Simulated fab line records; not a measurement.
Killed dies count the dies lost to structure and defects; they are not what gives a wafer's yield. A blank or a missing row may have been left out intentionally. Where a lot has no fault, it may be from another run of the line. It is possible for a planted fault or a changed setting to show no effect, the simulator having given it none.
Comparing a struck lot with a sound one :: flow nand-harc :: 24 out of 1302 route steps
Sound: the wafers L244.1, L244.4, L244.6. Wafers L257.2, L257.5, L257.6 were the ones struck. The cause is given at the end.
At each step with rows: each side's tool, then ch and its chambers, then its first start. Under that, the readings that differ: sound wafers :: struck wafers :: difference of the means :: sigmas: that difference in standard deviations of wafers without a fault.
alike: words and numbers the same on both sides, and readings whose means are apart by under 2 such deviations; not compared: readings that were withheld, readings missing a value for some wafer, numbers with overlapping values and no deviation given by the record, and bounds like >300 which may hide the same value.
Wherever a step has rows on one side only, a row that says differs or no value, or a row with sigmas, the two part there. Numbers that don't overlap but have no deviation are shown without sigmas and don't part them. A reading that every wafer of one side lacks parts them only if that side has two wafers or more.

NHARC_P_M0_INSPECT_27:
  struck on defect-inspect-02, day 12 09:49; sound on defect-inspect-01, day 6 12:56
  alike: raw-defect-count
NHARC_P_M0_PRE_CLEAN_31: time 12 s.
  sound on pecvd-03 ch 1,2, day 6 12:59; struck on pecvd-01 ch 1,2, day 12 09:53
  alike: heater-power-w, rf-fwd-power-W
NHARC_P_M0_DEP_32: deposits SiCN, target thk 30 nm.
  sound on pecvd-03 ch 1,2, day 6 13:04; struck on pecvd-01 ch 1,2, day 12 09:58
  alike: heater-power-w, rf-fwd-power-W
then, 8 steps without rows for these wafers: NHARC_P_M1_DEP_00 (deposits SiOC, target thk 182.5 nm); NHARC_P_M1_DEHYDRATE_01 (time 120 s); NHARC_P_M1_HMDS_02 (time 30 s); NHARC_P_M1_COAT_34 (time 65 s); NHARC_P_M1_COAT_03 (resist thk 90 nm); NHARC_P_M1_SOFTBAKE_04 (time 55 s); NHARC_P_M1_EBR_05; NHARC_P_M1_EXPOSE_06 (exposes mask P M1, target cd 130 nm).
NHARC_P_M1_PEB_07: peb time 65 s.
  sound on litho-track-06 ch 0, day 6 14:14; struck on litho-track-04 ch 0, day 12 11:07
reading: heater-power-total-W (W)
sound: 156.7 157.1 157.1
struck: 164.0 163.1 164.0
difference: +6.7
sigmas: +16

reading: plate-temp-C (C)
sound: 99.98 99.83 99.98
struck: 103.00 103.20 103.01
difference: +3.14
sigmas: +21
then, 1 step without rows for these wafers: NHARC_P_M1_DEVELOP_08 (develop time 35 s).
NHARC_P_M1_CD_MEAS_09 targets a cd of 130 nm.
  sound on cd-sem-02 ch 0, day 6 14:19; struck on cd-sem-03 ch 0, day 12 11:12
reading: cd-nm (nm)
sound: 126.9 128.4 128.6
struck: 140.5 140.0 140.1
difference: +12.2
sigmas: +15
NHARC_P_M1_OVL_MEAS_10: pitch 260 nm.
  struck on overlay-02, day 12 11:17; sound on overlay-01, day 6 14:25
  alike: overlay-x-nm, overlay-y-nm
NHARC_P_M1_INSPECT_11:
  struck on defect-inspect-01, day 12 11:19; sound on defect-inspect-02, day 6 14:27
  alike: raw-defect-count
NHARC_P_M1_DESCUM_14: chemistry O2, time 3 s.
  sound on rie-diel-07 ch 1,2, day 6 14:31; struck on rie-diel-01 ch 0,3, day 12 11:23
reading: model.P_M1.cd-nm (nm)
sound: 126.9 127.8 129.1
struck: 141.2 140.2 140.4
difference: +12.7
sigmas: 
  alike: drypump-motor-current-A, oes-product-au, rf-vpp-V, showerhead-plenum-p-Torr, throttle-valve-pct
  not compared: rf-hours-counter-h
NHARC_P_M1_ETCH_35: etches the open film in N2/H2, target depth 40 nm, overetch 12 nm, time 43.94 s.
  sound on rie-diel-07 ch 0,1,3, day 6 14:36; struck on rie-diel-01 ch 0,1, day 12 11:28
  alike: drypump-motor-current-A, oes-product-au, rf-fwd-power-W, rf-vpp-V, showerhead-plenum-p-Torr, throttle-valve-pct
  not compared: rf-hours-counter-h
NHARC_P_M1_ETCH_15: etches the open film in C4F8/Ar, target depth 182.5 nm, time 91.2 s.
  sound: rie-diel-07 ch 0,1,3; struck: rie-diel-01 ch 0,1,2
  alike: oes-product-au, rf-fwd-power-W, rf-vpp-V
  not compared: rf-hours-counter-h
NHARC_P_M1_CD_MEAS_16:
  struck on cd-sem-02, day 12 11:41; sound on cd-sem-03, day 6 14:49
reading: cd-nm (nm)
sound: 126.9 127.2 129.0
struck: 140.2 139.9 140.1
difference: +12.4
sigmas: +11
NHARC_P_M1_STRIP_18: strips in N2/H2.
  sound on rie-diel-01 ch 0,2,3, day 6 14:56; struck on rie-diel-01 ch 0,1,2, day 12 11:50
reading: rf-vpp-V (V)
sound: 90.0 88.8 89.4
struck: 91.2 92.9 90.3
difference: +2.1
sigmas: +2
  alike: drypump-motor-current-A, oes-product-au, rf-fwd-power-W, showerhead-plenum-p-Torr, throttle-valve-pct
  not compared: rf-hours-counter-h
NHARC_P_M1_ETCH_28: etches the open film in CF4/N2, target depth 30 nm, time 72.99 s.
  sound: rie-diel-01 ch 1,2; struck: rie-diel-01 ch 1,2
reading: model.P_M1.cd-nm (nm)
sound: 127.4 126.9 129.2
struck: 140.6 139.2 141.1
difference: +12.5
sigmas: 
  alike: drypump-motor-current-A, oes-product-au, rf-fwd-power-W, rf-vpp-V, showerhead-plenum-p-Torr, throttle-valve-pct
  not compared: rf-hours-counter-h
then, 1 step without rows for these wafers: NHARC_P_M1_STRIP_19 (strips in post etch residue remover, time 600 s).
-- record jumps: 18 days between struck wafers' starts before vs after; left off in module P_M1, resumes in module END, first step shown is number 1302 of the route --
NHARC_END_SORT_01:
  sound on prober-01 ch 0, day 26 01:29; struck on prober-01 ch 0, day 30 17:40
  alike: defect-limited-yield, killed-at-array, killed-at-other, killed-at-periphery, killed-dies, killed-open, killed-short

## WHERE THEY PART
At NHARC_P_M1_PEB_07 first; at NHARC_P_M1_STRIP_18 last (within this record only). Later steps at which nothing parts them and some readings are alike: NHARC_P_M1_ETCH_28, NHARC_END_SORT_01.

WHY: what had been put in by the simulator
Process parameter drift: litho-track-04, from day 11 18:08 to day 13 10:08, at NHARC_P_M1_PEB_07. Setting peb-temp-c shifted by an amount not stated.
